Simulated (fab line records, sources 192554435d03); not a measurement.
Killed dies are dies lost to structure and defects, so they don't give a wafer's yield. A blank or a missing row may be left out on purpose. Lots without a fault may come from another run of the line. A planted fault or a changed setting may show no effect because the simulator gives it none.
fab line records | flow n5_finfet
record lots=7 wafers=39
route steps=1938 shown MOL_CONTACT_COAG@584 BEOL_M1@800 BEOL_M4@1070
start_h: hours from the record's first day to the start of the lot's first wafer shown | wait_h: hours since the lot's step before | " the same as in the row above | L1.1+2: a row that stands for several wafers | - no value, or no start given | * or withheld: withheld | < > ~ a bound
route shown NAME@n: a module of which the file shows steps, and the number in the route of the first | usual: mean/standard deviation of fault-free wafers | same: alike in all rows | chamber/n: place in a boat | sites: the reading at each site | _std_site: their standard deviation | _edge_site: outer sites' mean less inner sites' | radius_mm: how far each site lies from the wafer's centre | mask NAME#n: copy n | behind: the tool/chamber that last shaped the wafer | hold: why the lot was held/for how many hours/how that ended | device: the transistor (n, p or np) that didn't switch | end of line: the same wafers' tests at the end of the route | a step without rows: its recipe alone | killed: dies lost to structure and defects at the first sort, not the wafer's yield | map: a wafer's dies, x killed, . not, _ none there
set.NAME: the setting as run; set.NAME@STEP: as run at that earlier step | model.NAME: the simulator's own value behind a step, which no gauge read
lots whose settings were changed on purpose; a table a step, a row a wafer
## steps
# step N5_MOL_CONTACT_COAG_ETCHBACK_135
# recipe chemistry=CHF3 target=SiO2 target_depth_a=250 time_s=16.7 ion_energy_ev=200 pressure_mtorr=30 source_w=610 bias_w=170 Ar_flow_sccm=200 CHF3_flow_sccm=50
# columns lot.wafer tool chamber start_h wait_h set.time_s model.SOC_of_MOL_CONTACT_COAG_COAT_75.thk_nm
L080.1+3 rie_diel-06 2,0 135.48 0.0 12.59 57.8
L080.2+5 " 1,0 " " 16.7 57.2
L080.4 " 1 " " 12.59 58
L080.6 " 2 " " 16.7 57
L081.1+2+4+5+6 rie_diel-06 1,2,2,0,1 140.21 0.0 16.7 57.6
L081.3 " 0 " " 16.7 57.4
L084.1+3 rie_diel-02 0,3 157.85 0.0 19.22 56.6
L084.2+4+6 " 1,2,1 " " 16.7 57.2
L084.5 " 0 " " 19.22 56.4
L085.2+4+5 rie_diel-03 0,3,2 164.26 0.0 16.7 57.6
L091.1 rie_diel-03 0 203.65 0.0 11.09 58.6
L091.2 " 2 " " 11.09 58.4
L091.3+4 " 3 " " 16.7 57.8
L091.5 " 0 " " 11.09 58.8
L091.6 " 2 " " 16.7 57.6
L093.1+6 rie_diel-02 3,2 210.35 0.0 16.7 57.6
L093.2+4 " 0,3 " " 12.22 58.2
L093.3 " 2 " " 12.22 58.6
L093.5 " 0 " " 16.7 57.4
L097.1 rie_diel-02 1 238.71 0.0 16.7 57.2
L097.2+4+6 " 3,1,3 " " 6.79 59
L097.3 " 0 " " 16.7 57.4
L097.5 " 0 " " 16.7 57.6
# step N5_BEOL_M1_TRENCH_ETCH_37
# recipe chemistry=C4F6/O2 target_depth_a=552.07 target=SiOC time_s=29 ion_energy_ev=250 pressure_mtorr=30 source_w=355 bias_w=185 Ar_flow_sccm=300 C4F6_flow_sccm=10 O2_flow_sccm=10
# columns lot.wafer tool chamber start_h wait_h set.target_depth_a model.etch.depth_nm model.BEOL_M1.feature_depth_nm model.TiN_of_BEOL_M1_HM_DEP_02.thk_nm
L080.1 rie_diel-05 0 - - 411.2 41.86 41.8 17.8
L080.2 " 3 " " 411.2 40.71 40.8 18
L080.3 " 1 " " 552.07 53.9 53.8 17.6
L080.4 " 2 " " 411.2 40.98 41 18
L080.5 " 1 " " 552.07 53.38 53.4 17.8
L080.6 " 0 " " 552.07 55.74 55.8 17.6
L081.1 rie_diel-01 3 - - 447 46.9 46.8 18.2
L081.2 " 0 " " 552.07 55.19 55.2 17.8
L081.3 " 2 " " 552.07 55.45 55.4 17.6
L081.4 " 1 " " 447 46.33 46.4 18.2
L081.5 " 1 " " 552.07 57.08 57 17.8
L081.6 " 0 " " 447 45.2 45.2 18.2
L084.1 rie_diel-05 3 - - 713.8 70.88 70.8 17.4
L084.2 " 1 " " 713.8 69.95 70 17.2
L084.3 " 0 " " 552.07 55.86 55.8 17.8
L084.4 " 2 " " 552.07 54.99 55 17.8
L084.5 " 0 " " 552.07 55.89 55.8 17.8
L084.6 " 1 " " 713.8 69.57 69.6 17.6
L085.2 rie_diel-05 1 - - 552.07 53.81 53.8 17.8
L085.4 " 3 " " 552.07 54.5 54.6 18
L085.5 " 0 " " 552.07 56.09 56 18.2
L091.1 rie_diel-01 0 - - 552.07 54.49 54.4 17.8
L091.2 " 2 " " 552.07 55.32 55.4 17.6
L091.3 " 3 " " 552.07 57.12 57.2 17.8
L091.4 " 1 " " 336.9 34.25 34.2 18.4
L091.5 " 0 " " 336.9 33.38 33.4 18.4
L091.6 " 1 " " 336.9 34.41 34.4 18.6
L093.1 rie_diel-01 1 - - 712.7 73.37 73.4 17.2
L093.2 " 3 " " 712.7 75.43 75.4 17
L093.3 " 2 " " 552.07 55.5 55.4 17.6
L093.4 " 0 " " 712.7 71.03 71 17.2
L093.5 " 2 " " 552.07 55.54 55.6 18
L093.6 " 1 " " 552.07 57.02 57 17.6
L097.1 rie_diel-01 2 - - 713.9 72.37 72.4 17
L097.2 " 3 " " 713.9 75.6 75.6 16.6
L097.3 " 1 " " 552.07 57.26 57.2 17.8
L097.4 " 0 " " 552.07 55.2 55.2 17.6
L097.5 " 3 " " 552.07 57.91 58 17.6
L097.6 " 0 " " 713.9 71.15 71.2 17
# step N5_BEOL_M1_ETCH_41
# recipe chemistry=CH3F/O2 target=SiCN target_depth_a=319 taper_deg=2 time_s=57.8 ion_energy_ev=120 mask_material=TiN pressure_mtorr=30 source_w=395 bias_w=75 Ar_flow_sccm=150 CH3F_flow_sccm=30 O2_flow_sccm=20
# step N5_BEOL_M1_STRIP_97
# recipe chemistry=N2/H2 time_s=10 power_w=450 temp_c=40 pressure_mtorr=20 rf_frequency_hz=6e+07 bias_power_w=7 n2_flow_sccm=200 h2_flow_sccm=200
# step N5_BEOL_M1_OCD_MEAS_38
# usual trench_depth_nm=55.5/1.2
# columns lot.wafer tool chamber start_h wait_h set.target_depth_a@BEOL_M1_TRENCH_ETCH_37 trench_depth_nm
L080.1 ocd-02 - 160.51 - 411.2 42.1
L080.2 " - " " 411.2 40.8
L080.3 " - " " 552.07 53.8
L080.4 " - " " 411.2 41.3
L080.5 " - " " 552.07 53.4
L080.6 " - " " 552.07 56.0
L081.1 ocd-01 - 163.77 - 447 46.8
L081.2 " - " " 552.07 55.3
L081.3 " - " " 552.07 55.7
L081.4 " - " " 447 46.1
L081.5 " - " " 552.07 57.0
L081.6 " - " " 447 45.3
L084.1 ocd-02 - 190.60 - 713.8 71.0
L084.2 " - " " 713.8 69.9
L084.3 " - " " 552.07 55.9
L084.4 " - " " 552.07 54.9
L084.5 " - " " 552.07 55.8
L084.6 " - " " 713.8 69.6
L085.2 ocd-01 - 192.11 - 552.07 54.2
L085.4 " - " " 552.07 54.7
L085.5 " - " " 552.07 56.1
L091.1 ocd-01 - 229.36 - 552.07 54.1
L091.2 " - " " 552.07 55.1
L091.3 " - " " 552.07 56.9
L091.4 " - " " 336.9 34.4
L091.5 " - " " 336.9 33.5
L091.6 " - " " 336.9 34.7
L093.1 ocd-01 - 241.02 - 712.7 72.8
L093.2 " - " " 712.7 76.0
L093.3 " - " " 552.07 55.0
L093.4 " - " " 712.7 71.0
L093.5 " - " " 552.07 55.8
L093.6 " - " " 552.07 56.5
L097.1 ocd-02 - 261.84 - 713.9 72.6
L097.2 " - " " 713.9 74.8
L097.3 " - " " 552.07 57.2
L097.4 " - " " 552.07 55.4
L097.5 " - " " 552.07 58.0
L097.6 " - " " 713.9 71.2
# step N5_BEOL_M4_TRENCH_ETCH_37
# recipe chemistry=C4F6/O2 target_depth_a=555.55 target=SiOC time_s=29.2 ion_energy_ev=250 pressure_mtorr=30 source_w=355 bias_w=185 Ar_flow_sccm=300 C4F6_flow_sccm=10 O2_flow_sccm=10
# columns lot.wafer tool chamber start_h wait_h set.time_s model.etch.depth_nm model.BEOL_M4.feature_depth_nm model.TiN_of_BEOL_M4_HM_DEP_02.thk_nm
L080.1 rie_diel-06 1 - - 18.97 36.32 36.4 18
L080.2 " 3 " " 29.2 58.42 58.4 17
L080.3 " 0 " " 18.97 36.13 36.2 18
L080.4 " 2 " " 29.2 57.21 57.2 17.2
L080.5 " 2 " " 18.97 36.89 36.8 17.8
L080.6 " 1 " " 29.2 55.51 55.6 17.2
L081.1 rie_diel-03 2 - - 29.2 55.9 56 18
L081.2 " 3 " " 29.2 56.71 56.8 18
L081.3 " 0 " " 29.2 54.99 55 18
L081.4 " 3 " " 29.2 56.85 56.8 18
L081.5 " 0 " " 29.2 54.86 54.8 18
L081.6 " 2 " " 29.2 56.48 56.4 18
L085.2 rie_diel-02 3 - - 29.2 55.32 55.4 17.8
L085.4 " 0 " " 29.2 55.6 55.6 17.8
L085.5 " 0 " " 29.2 55.87 55.8 17.8
L084.1 rie_diel-03 3 - - 29.2 56.16 56.2 17.4
L084.2 " 2 " " 40.45 77.21 77.2 16.6
L084.3 " 0 " " 40.45 75.88 75.8 16.4
L084.4 " 1 " " 29.2 56.41 56.4 17.6
L084.5 " 1 " " 40.45 78.21 78.2 17
L084.6 " 0 " " 29.2 55 55 17.4
L091.1 rie_diel-06 1 - - 43.54 83.08 83 16.4
L091.2 " 3 " " 29.2 58.34 58.4 17.8
L091.3 " 2 " " 43.54 84.72 84.8 16
L091.4 " 0 " " 29.2 55.35 55.4 17.8
L091.5 " 2 " " 43.54 84.34 84.4 16.2
L091.6 " 1 " " 29.2 55.17 55.2 17.4
L093.1 rie_diel-06 3 - - 29.2 58.36 58.4 17.6
L093.2 " 0 " " 29.2 55.17 55.2 18
L093.3 " 2 " " 29.2 56.81 56.8 18
L093.4 " 1 " " 29.2 55.18 55.2 18
L093.5 " 2 " " 29.2 56.51 56.6 18
L093.6 " 1 " " 29.2 55.71 55.8 17.6
L097.1 rie_diel-02 3 - - 29.2 55.29 55.2 17.8
L097.2 " 1 " " 21.5 41.38 41.4 18.4
L097.3 " 0 " " 29.2 55.93 56 18
L097.4 " 2 " " 21.5 42.43 42.4 18
L097.5 " 2 " " 21.5 42.2 42.2 18.2
L097.6 " 3 " " 29.2 55.63 55.6 17.6
# step N5_BEOL_M4_ETCH_41
# recipe chemistry=CH3F/O2 target=SiCN target_depth_a=299 taper_deg=2 time_s=52.5 ion_energy_ev=120 mask_material=TiN pressure_mtorr=30 source_w=395 bias_w=75 Ar_flow_sccm=150 CH3F_flow_sccm=30 O2_flow_sccm=20
# step N5_BEOL_M4_STRIP_97
# recipe chemistry=N2/H2 time_s=10 power_w=450 temp_c=40 pressure_mtorr=20 rf_frequency_hz=6e+07 bias_power_w=7 n2_flow_sccm=200 h2_flow_sccm=200
# step N5_BEOL_M4_OCD_MEAS_38
# usual trench_depth_nm=56.1/1.1
# columns lot.wafer tool chamber start_h wait_h set.time_s@BEOL_M4_TRENCH_ETCH_37 trench_depth_nm
L080.1 ocd-02 - 199.15 - 18.97 36.8
L080.2 " - " " 29.2 58.7
L080.3 " - " " 18.97 36.3
L080.4 " - " " 29.2 57.3
L080.5 " - " " 18.97 36.7
L080.6 " - " " 29.2 55.7
L081.1 ocd-01 - 205.20 - 29.2 55.9
L081.2 " - " " 29.2 56.8
L081.3 " - " " 29.2 55.1
L081.4 " - " " 29.2 56.5
L081.5 " - " " 29.2 55.2
L081.6 " - " " 29.2 56.5
L085.2 ocd-02 - 229.67 - 29.2 55.4
L085.4 " - " " 29.2 55.8
L085.5 " - " " 29.2 55.2
L084.1 ocd-02 - 234.33 - 29.2 56.3
L084.2 " - " " 40.45 77.4
L084.3 " - " " 40.45 75.9
L084.4 " - " " 29.2 56.1
L084.5 " - " " 40.45 78.0
L084.6 " - " " 29.2 54.7
L091.1 ocd-02 - 272.19 - 43.54 83.4
L091.2 " - " " 29.2 58.4
L091.3 " - " " 43.54 85.5
L091.4 " - " " 29.2 56.1
L091.5 " - " " 43.54 84.5
L091.6 " - " " 29.2 54.8
L093.1 ocd-02 - 276.50 - 29.2 58.3
L093.2 " - " " 29.2 55.9
L093.3 " - " " 29.2 56.2
L093.4 " - " " 29.2 55.1
L093.5 " - " " 29.2 56.5
L093.6 " - " " 29.2 55.8
L097.1 ocd-02 - 304.22 - 29.2 55.2
L097.2 " - " " 21.5 41.3
L097.3 " - " " 29.2 55.7
L097.4 " - " " 21.5 42.3
L097.5 " - " " 21.5 41.9
L097.6 " - " " 29.2 55.5
# step N5_BEOL_M4_HM_STRIP_39
# recipe chemistry=peroxide_tin_strip material=TiN target_depth_a=250 temp_c=50 time_s=158
# step N5_BEOL_M4_SRD_40
# recipe time_s=30 temp_c=23 rinse_liquid=diw dry=ipa_marangoni
# step N5_BEOL_M4_ECD_50
# recipe material=Cu target_thk_a=3000
# step N5_BEOL_M4_ANNEAL_51
# recipe temp_c=225 time_s=90 ambient=N2
# step N5_BEOL_M4_CMP_52
# recipe stop_on=SiOC t_overpolish_s=6.8 down_force_psi=1 platen_rpm=50 clearing_platen_down_force_psi=1.5 clearing_platen_rpm=50 post_cmp_clean=cu_alkaline target_thk_nm=40 clearing_platen_pad_velocity_m_s=0.99484 pad_velocity_m_s=0.99484
# columns lot.wafer tool chamber start_h wait_h set.time_s@BEOL_M4_TRENCH_ETCH_37 model.Cu_of_BEOL_M4_ECD_50.thk_nm
L080.3 cmp-02 0 203.85 0.2 18.97 20.6
L080.4 " 1 " " 29.2 41.8
L080.1+5 " 2,1 " " 18.97 20.8
L080.2 " 3 " " 29.2 42
L080.6 " 0 " " 29.2 41.2
L081.4 cmp-02 2 208.74 0.1 29.2 42.4
L081.1 " 3 " " 29.2 40.8
L081.3 " 0 " " 29.2 40.2
L081.2+5 " 1,2 " " 29.2 41
L081.6 " 3 " " 29.2 42.2
L085.4 cmp-02 2 234.56 0.2 29.2 39
L085.2 " 0 " " 29.2 39.6
L085.5 " 2 " " 29.2 40.2
L084.4 cmp-03 0 237.80 0.1 29.2 39.2
L084.2 " 1 " " 40.45 59.2
L084.1 " 2 " " 29.2 39.4
L084.3 " 3 " " 40.45 59.4
L084.5 " 0 " " 40.45 61.2
L084.6 " 1 " " 29.2 35.8
L091.2 cmp-02 0 276.12 0.2 29.2 43
L091.3+5 " 1 " " 43.54 68.6
L091.4 " 2 " " 29.2 40.6
L091.1 " 3 " " 43.54 67.6
L091.6 " 0 " " 29.2 40.2
L093.2+4 cmp-02 2,0 279.72 0.2 29.2 39.6
L093.3+1 " 3,1 " " 29.2 41.2
L093.6 " 2 " " 29.2 40
L093.5 " 3 " " 29.2 40.8
L097.4 cmp-03 3 308.88 0.1 21.5 27.2
L097.3+6 " 0 " " 29.2 39.8
L097.1 " 1 " " 29.2 38.2
L097.2 " 2 " " 21.5 24.6
L097.5 " 3 " " 21.5 27.6
# step N5_BEOL_M4_THK_MEAS_53
# recipe thk_meas_gauge=xrf reads=Cu_of_BEOL_M4_ECD_50
# usual M4_THK=42.1/1.6
# columns lot.wafer tool chamber start_h wait_h set.time_s@BEOL_M4_TRENCH_ETCH_37 M4_THK[nm]
L080.1 film_metro-02 - 204.14 - 18.97 21.4
L080.2 " - " " 29.2 43.3
L080.3 " - " " 18.97 21.1
L080.4 " - " " 29.2 43.2
L080.5 " - " " 18.97 21.4
L080.6 " - " " 29.2 42.4
L081.1 film_metro-02 - 209.04 - 29.2 42.2
L081.2 " - " " 29.2 42.4
L081.3 " - " " 29.2 41.8
L081.4 " - " " 29.2 44.0
L081.5 " - " " 29.2 42.4
L081.6 " - " " 29.2 43.7
L085.2 film_metro-02 - 234.81 - 29.2 40.8
L085.4 " - " " 29.2 40.0
L085.5 " - " " 29.2 41.4
L084.1 film_metro-02 - 238.09 - 29.2 40.8
L084.2 " - " " 40.45 61.9
L084.3 " - " " 40.45 62.5
L084.4 " - " " 29.2 40.8
L084.5 " - " " 40.45 63.9
L084.6 " - " " 29.2 37.3
L091.1 film_metro-02 - 276.41 - 43.54 70.7
L091.2 " - " " 29.2 44.7
L091.3 " - " " 43.54 72.2
L091.4 " - " " 29.2 42.6
L091.5 " - " " 43.54 72.1
L091.6 " - " " 29.2 42.3
L093.1 film_metro-01 - 280.01 - 29.2 42.4
L093.2 " - " " 29.2 40.8
L093.3 " - " " 29.2 42.7
L093.4 " - " " 29.2 41.0
L093.5 " - " " 29.2 42.2
L093.6 " - " " 29.2 41.2
L097.1 film_metro-02 - 309.18 - 29.2 39.4
L097.2 " - " " 21.5 25.3
L097.3 " - " " 29.2 40.8
L097.4 " - " " 21.5 27.8
L097.5 " - " " 21.5 28.3
L097.6 " - " " 29.2 41.0
# step N5_BEOL_M4_PRE_CLEAN_60
# recipe gas=NH3/H2 time_s=15 temp_c=* rf_power_w=300
# step N5_BEOL_M4_CO_CAP_55
# recipe material=Co target_thk_a=20 temp_c=200 precursor=CCTBA/H2 pressure_torr=30 time_s=102.1
# step N5_BEOL_M4_PRE_CLEAN_56
# recipe gas=NH3 time_s=15 temp_c=withheld rf_power_w=300
# step N5_BEOL_M4_DEP_57
# recipe material=SiCN target_thk_a=80 temp_c=withheld precursor=3MS/NH3 pressure_torr=3 rf_w=202 time_s=14
# step N5_BEOL_M4_RS_MEAS_58
# recipe thk_meas_gauge=four-point-probe reads=Co_of_BEOL_M4_CO_CAP_55+Cu_of_BEOL_M4_ECD_50+Co_of_BEOL_M4_CVD_47+TaN_of_BEOL_M4_ALD_84
# usual M4_RS=0.66/0.032
# columns lot.wafer tool chamber start_h wait_h set.time_s@BEOL_M4_TRENCH_ETCH_37 M4_RS[ohm/sq]
L080.1 film_metro-02 - 204.43 0.1 18.97 1.61
L080.2 " - " " 29.2 0.63
L080.3 " - " " 18.97 1.63
L080.4 " - " " 29.2 0.63
L080.5 " - " " 18.97 1.60
L080.6 " - " " 29.2 0.64
L081.1 film_metro-02 - 209.33 0.1 29.2 0.65
L081.2 " - " " 29.2 0.65
L081.3 " - " " 29.2 0.66
L081.4 " - " " 29.2 0.62
L081.5 " - " " 29.2 0.65
L081.6 " - " " 29.2 0.62
L085.2 film_metro-02 - 235.07 0.1 29.2 0.68
L085.4 " - " " 29.2 0.69
L085.5 " - " " 29.2 0.66
L084.1 film_metro-02 - 238.36 0.1 29.2 0.68
L084.2 " - " " 40.45 0.41
L084.3 " - " " 40.45 0.41
L084.4 " - " " 29.2 0.68
L084.5 " - " " 40.45 0.39
L084.6 " - " " 29.2 0.77
L091.1 film_metro-01 - 276.70 0.1 43.54 0.35
L091.2 " - " " 29.2 0.61
L091.3 " - " " 43.54 0.34
L091.4 " - " " 29.2 0.65
L091.5 " - " " 43.54 0.34
L091.6 " - " " 29.2 0.66
L093.1 film_metro-01 - 280.30 0.1 29.2 0.64
L093.2 " - " " 29.2 0.68
L093.3 " - " " 29.2 0.64
L093.4 " - " " 29.2 0.68
L093.5 " - " " 29.2 0.65
L093.6 " - " " 29.2 0.67
L097.1 film_metro-02 - 309.44 0.0 29.2 0.71
L097.2 " - " " 21.5 1.27
L097.3 " - " " 29.2 0.67
L097.4 " - " " 21.5 1.12
L097.5 " - " " 21.5 1.09
L097.6 " - " " 29.2 0.67
## key
split step=N5_MOL_CONTACT_COAG_ETCHBACK_135 setting=time_s stated=16.7 by=wafer
response step=N5_MOL_CONTACT_COAG_ETCHBACK_135 reading=model.SOC_of_MOL_CONTACT_COAG_COAT_75.thk_nm change=-0.028 per=1% r=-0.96
split step=N5_BEOL_M1_TRENCH_ETCH_37 setting=target_depth_a stated=552.07 by=wafer
response step=N5_BEOL_M1_TRENCH_ETCH_37 reading=model.etch.depth_nm change=+0.543 per=1% r=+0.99
response step=N5_BEOL_M1_TRENCH_ETCH_37 reading=model.BEOL_M1.feature_depth_nm change=+0.544 per=1% r=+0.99
response step=N5_BEOL_M1_TRENCH_ETCH_37 reading=model.TiN_of_BEOL_M1_HM_DEP_02.thk_nm change=-0.019 per=1% r=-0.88
response step=N5_BEOL_M1_OCD_MEAS_38 reading=trench_depth_nm change=+0.54 per=1% r=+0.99
split step=N5_BEOL_M4_TRENCH_ETCH_37 setting=time_s stated=29.2 by=wafer
response step=N5_BEOL_M4_TRENCH_ETCH_37 reading=model.etch.depth_nm change=+0.561 per=1% r=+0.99
response step=N5_BEOL_M4_TRENCH_ETCH_37 reading=model.BEOL_M4.feature_depth_nm change=+0.56 per=1% r=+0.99
response step=N5_BEOL_M4_TRENCH_ETCH_37 reading=model.TiN_of_BEOL_M4_HM_DEP_02.thk_nm change=-0.0243 per=1% r=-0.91
response step=N5_BEOL_M4_OCD_MEAS_38 reading=trench_depth_nm change=+0.564 per=1% r=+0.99
response step=N5_BEOL_M4_CMP_52 reading=model.Cu_of_BEOL_M4_ECD_50.thk_nm change=+0.556 per=1% r=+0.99
response step=N5_BEOL_M4_THK_MEAS_53 reading=M4_THK change=+0.584 per=1% r=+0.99
response step=N5_BEOL_M4_RS_MEAS_58 reading=M4_RS shape=bent at_lowest=1.62 at_stated=0.66 at_highest=0.34
